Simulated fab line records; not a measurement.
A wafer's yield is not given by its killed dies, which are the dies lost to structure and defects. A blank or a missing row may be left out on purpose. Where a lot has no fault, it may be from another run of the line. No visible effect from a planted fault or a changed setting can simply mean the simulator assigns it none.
A sampling plan put to the test + flow nandHarc + one line in one fab, 21 faults in these records, each fault weighed on the records of the lots it struck
The plan is the line's own looks: the steps of the route at which a gauge or an inspection reads the wafer and doesn't change it. A look is open to judgement when struck wafers have a number at it and the file gives its usual mean and standard deviation on fault-free wafers. Caught: at a look after the fault's first step, the mean of the struck wafers lies 4 or more of those standard deviations (sigma) from the usual mean. On the tool: the same test on the tool's own readings at the fault's steps. Caught also covers a different recipe on the struck wafers, or a record left blank for those wafers only.

== THE FAULTS, as the simulator had put them in ==
1. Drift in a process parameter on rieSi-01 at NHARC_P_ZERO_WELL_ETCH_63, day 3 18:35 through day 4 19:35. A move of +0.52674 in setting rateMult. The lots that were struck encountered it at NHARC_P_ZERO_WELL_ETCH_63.
2. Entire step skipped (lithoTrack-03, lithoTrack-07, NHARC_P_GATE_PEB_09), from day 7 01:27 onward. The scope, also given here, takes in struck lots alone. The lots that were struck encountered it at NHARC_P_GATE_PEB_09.
3. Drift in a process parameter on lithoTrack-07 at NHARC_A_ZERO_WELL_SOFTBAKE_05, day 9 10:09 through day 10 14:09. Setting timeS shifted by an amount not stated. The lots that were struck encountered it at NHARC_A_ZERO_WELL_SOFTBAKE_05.
4. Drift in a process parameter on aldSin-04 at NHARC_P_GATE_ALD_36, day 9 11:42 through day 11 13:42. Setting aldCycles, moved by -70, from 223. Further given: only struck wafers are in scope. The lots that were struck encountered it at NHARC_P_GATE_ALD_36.
5. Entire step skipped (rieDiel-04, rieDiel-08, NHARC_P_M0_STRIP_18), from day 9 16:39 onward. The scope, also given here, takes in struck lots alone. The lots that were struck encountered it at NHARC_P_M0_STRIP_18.
6. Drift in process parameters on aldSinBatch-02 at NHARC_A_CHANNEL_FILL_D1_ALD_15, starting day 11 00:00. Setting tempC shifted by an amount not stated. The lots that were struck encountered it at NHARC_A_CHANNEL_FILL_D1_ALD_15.
7. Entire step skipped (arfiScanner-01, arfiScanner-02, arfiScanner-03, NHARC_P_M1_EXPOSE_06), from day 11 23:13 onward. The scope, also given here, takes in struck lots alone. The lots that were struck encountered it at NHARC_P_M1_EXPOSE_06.
8. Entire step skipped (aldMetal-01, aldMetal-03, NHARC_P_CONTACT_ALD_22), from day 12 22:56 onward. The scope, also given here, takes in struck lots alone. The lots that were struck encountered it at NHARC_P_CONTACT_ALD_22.
9. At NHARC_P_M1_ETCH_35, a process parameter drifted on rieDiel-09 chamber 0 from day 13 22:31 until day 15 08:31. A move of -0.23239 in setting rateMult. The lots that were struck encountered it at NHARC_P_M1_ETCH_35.
10. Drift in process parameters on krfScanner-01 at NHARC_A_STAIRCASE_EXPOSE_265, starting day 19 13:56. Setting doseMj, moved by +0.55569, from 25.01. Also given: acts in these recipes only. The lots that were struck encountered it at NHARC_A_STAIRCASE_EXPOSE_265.
11. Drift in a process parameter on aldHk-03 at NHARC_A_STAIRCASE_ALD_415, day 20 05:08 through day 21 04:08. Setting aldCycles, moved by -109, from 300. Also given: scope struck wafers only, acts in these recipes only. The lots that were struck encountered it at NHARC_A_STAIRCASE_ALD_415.
12. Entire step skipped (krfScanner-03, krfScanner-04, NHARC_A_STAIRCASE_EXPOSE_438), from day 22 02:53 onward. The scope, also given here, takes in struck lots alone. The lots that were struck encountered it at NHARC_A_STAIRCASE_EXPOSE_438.
13. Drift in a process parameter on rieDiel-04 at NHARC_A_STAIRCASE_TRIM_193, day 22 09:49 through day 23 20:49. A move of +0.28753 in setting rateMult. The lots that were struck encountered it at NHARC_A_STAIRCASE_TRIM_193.
14. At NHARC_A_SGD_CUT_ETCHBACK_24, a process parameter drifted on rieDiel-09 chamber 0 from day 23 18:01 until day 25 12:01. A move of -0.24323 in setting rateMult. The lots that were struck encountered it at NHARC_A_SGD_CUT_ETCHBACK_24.
15. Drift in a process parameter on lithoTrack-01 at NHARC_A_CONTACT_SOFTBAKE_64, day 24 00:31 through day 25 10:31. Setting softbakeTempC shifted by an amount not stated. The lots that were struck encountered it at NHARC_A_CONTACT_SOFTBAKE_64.
16. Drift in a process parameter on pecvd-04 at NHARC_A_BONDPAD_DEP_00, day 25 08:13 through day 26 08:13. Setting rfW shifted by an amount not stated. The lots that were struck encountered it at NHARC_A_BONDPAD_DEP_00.
17. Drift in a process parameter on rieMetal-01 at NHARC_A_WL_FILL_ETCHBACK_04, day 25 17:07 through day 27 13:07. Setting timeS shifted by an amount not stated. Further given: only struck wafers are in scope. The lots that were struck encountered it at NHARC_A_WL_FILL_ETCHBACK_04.
18. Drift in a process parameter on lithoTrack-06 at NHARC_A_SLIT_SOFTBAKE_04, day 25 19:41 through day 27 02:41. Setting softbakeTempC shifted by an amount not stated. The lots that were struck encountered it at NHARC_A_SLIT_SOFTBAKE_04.
19. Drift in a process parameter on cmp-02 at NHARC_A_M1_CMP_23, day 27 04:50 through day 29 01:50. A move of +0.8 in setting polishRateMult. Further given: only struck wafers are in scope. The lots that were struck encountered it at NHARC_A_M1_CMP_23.
20. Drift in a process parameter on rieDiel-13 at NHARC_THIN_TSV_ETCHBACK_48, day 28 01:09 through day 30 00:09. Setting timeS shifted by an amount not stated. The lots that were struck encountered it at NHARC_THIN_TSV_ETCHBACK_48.
21. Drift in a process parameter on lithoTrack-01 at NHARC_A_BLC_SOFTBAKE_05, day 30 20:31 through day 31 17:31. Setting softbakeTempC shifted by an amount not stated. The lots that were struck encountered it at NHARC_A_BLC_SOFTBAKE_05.

== WHAT THE PLAN SAW ==
| fault | on the tool itself                               | first look that catches it                      | reading, sigma                  | median hours from its first step to that look | hours from the fault's start to the first struck lot there | judged looks passed uncaught |
|-------|--------------------------------------------------|-------------------------------------------------|---------------------------------|-----------------------------------------------|------------------------------------------------------------|------------------------------|
| 1     | oesProductAu +33 sigma                           | none of the 2 looks that can be judged after it | -                               | -                                             | -                                                          | 2                            |
| 2     | the tool's record is blank for the struck wafers | not the one look that can be judged after it    | -                               | -                                             | -                                                          | 1                            |
| 3     | heaterPowerTotalW +4.6 sigma                     | no look after it can be judged                  | -                               | -                                             | -                                                          | 0                            |
| 4     | under 2 sigma                                    | no look after it can be judged                  | -                               | -                                             | -                                                          | 0                            |
| 5     | the tool's record is blank for the struck wafers | no look after it can be judged                  | -                               | -                                             | -                                                          | 0                            |
| 6     | susceptorTempC +99 or beyond sigma               | no look after it can be judged                  | -                               | -                                             | -                                                          | 0                            |
| 7     | no reading that can be judged                    | no look after it can be judged                  | -                               | -                                             | -                                                          | 0                            |
| 8     | the tool's record is blank for the struck wafers | NHARC_END_SORT_01                               | killedAtPeriphery +99 or beyond | 450.3                                         | 453                                                        | 0                            |
| 9     | oesProductAu -14 sigma                           | not the one look that can be judged after it    | -                               | -                                             | -                                                          | 1                            |
| 10    | exposureDoseMJCm2 +23 sigma                      | not the one look that can be judged after it    | -                               | -                                             | -                                                          | 1                            |
| 11    | under 2 sigma                                    | no look after it can be judged                  | -                               | -                                             | -                                                          | 0                            |
| 12    | no reading that can be judged                    | no look after it can be judged                  | -                               | -                                             | -                                                          | 0                            |
| 13    | oesProductAu +16 sigma                           | NHARC_END_SORT_01                               | killedAtArray +19               | 217.7                                         | 227                                                        | 0                            |
| 14    | oesProductAu -4.7 sigma                          | no look after it can be judged                  | -                               | -                                             | -                                                          | 0                            |
| 15    | heaterPowerTotalW +22 sigma                      | no look after it can be judged                  | -                               | -                                             | -                                                          | 0                            |
| 16    | rfFwdPowerW -99 or beyond sigma                  | no look after it can be judged                  | -                               | -                                             | -                                                          | 0                            |
| 17    | runLengthS -22 sigma                             | not the one look that can be judged after it    | -                               | -                                             | -                                                          | 1                            |
| 18    | heaterPowerTotalW -99 or beyond sigma            | not the one look that can be judged after it    | -                               | -                                             | -                                                          | 1                            |
| 19    | timeToEndpointS -5.2 sigma                       | NHARC_A_M1_THK_MEAS_24                          | thkNm -4.8                      | 0.2                                           | 18                                                         | 0                            |
| 20    | runLengthS -99 or beyond sigma                   | no look after it can be judged                  | -                               | -                                             | -                                                          | 0                            |
| 21    | heaterPowerTotalW -99 or beyond sigma            | no look after it can be judged                  | -                               | -                                             | -                                                          | 0                            |
A dash: the fault is not caught, or the number is missing from these records.

Caught at a look: 3 of 21. Caught on the tool: 17 of 21. By one or the other: 17 of 21.
Caught on the tool alone: faults 1, 2, 3, 5, 6, 9, 10, 14, 15, 16, 17, 18, 20, 21.
Caught by neither: faults 4, 7, 11, 12.

== THINNER SAMPLING ==
If the look that catches a fault measured only every second or every third lot, by lot number, the first struck lot would be measured this late in the worst case:
| fault | struck lots at that look, in order of time | every lot | every second lot | every third lot |
|-------|--------------------------------------------|-----------|------------------|-----------------|
| 8     | L324, L325                                 | 453 h     | 458 h            | may miss all 2  |
| 13    | L683, L684                                 | 227 h     | 231 h            | may miss all 2  |
| 19    | L725, L726                                 | 18 h      | 36 h             | may miss all 2  |
Hours are from the fault's start to the first struck lot that is measured. The limit of 4 sigma was tested on all struck wafers together, so one lot alone may lie under it. Other struck lots may not be in these records.

== THE LONGEST TIMED WAY FROM STEP TO LOOK ==
For fault 8, NHARC_P_CONTACT_ALD_22 and NHARC_END_SORT_01 are separated by a median of 450.3 hours. No look between them can be judged.
